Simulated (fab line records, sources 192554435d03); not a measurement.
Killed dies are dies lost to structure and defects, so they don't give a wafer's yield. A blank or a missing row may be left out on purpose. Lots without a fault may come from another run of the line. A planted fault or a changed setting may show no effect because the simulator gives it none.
Chamber matching | flow n5_finfet | N5_WELL_APT_DESCUM_30 on rie_diel-06: 4 sister chambers
The step chemistry O2, time 7.9 s. 4 wafers are shown with their chamber, then 9 later ones without.

WAFERS WITH THEIR CHAMBER
wafer  | chamber | showerhead_plenum_p_Torr (Torr)
L081.4 | 1       | 2.12
L085.5 | 3       | 2.07
L088.1 | 2       | 2.13
L088.5 | 0       | 1.99

WAFERS WITHOUT THEIR CHAMBER
wafer  | showerhead_plenum_p_Torr (Torr)
L089.1 | 1.99
L089.2 | 2.12
L089.5 | 2.12
L091.1 | 2.11
L091.2 | 2.13
L091.5 | 2.11
L094.2 | 1.98
L094.4 | 1.98
L094.5 | 2.11

WHICH CHAMBER EACH WENT THROUGH
wafer  | from the rows above     | in truth
L089.1 | 0                       | 0
L089.2 | can't be placed: 1 or 2 | 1
L089.5 | can't be placed: 1 or 2 | 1
L091.1 | can't be placed: 1 or 2 | 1
L091.2 | can't be placed: 2 or 1 | 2
L091.5 | can't be placed: 1 or 2 | 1
L094.2 | 0                       | 0
L094.4 | 0                       | 0
L094.5 | can't be placed: 1 or 2 | 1
Placed correctly: 3 of 9. Can't be placed from these rows: 6 (the true chamber is among the candidates in 6). Placed wrongly: 0.
How it was worked out, from the rows above alone: a wafer's distance from a chamber is the root of the sum, over the readings, of the square of ((its reading less the chamber's mean) divided by the reading's scatter). The wafer belongs to the nearest chamber; if the next one is less than 2 further off, it can't be placed. A chamber's mean is the mean of its shown wafers. The scatter: with one shown wafer a chamber, the root of the mean of the squares of how far each hidden wafer lies from its nearest shown one.
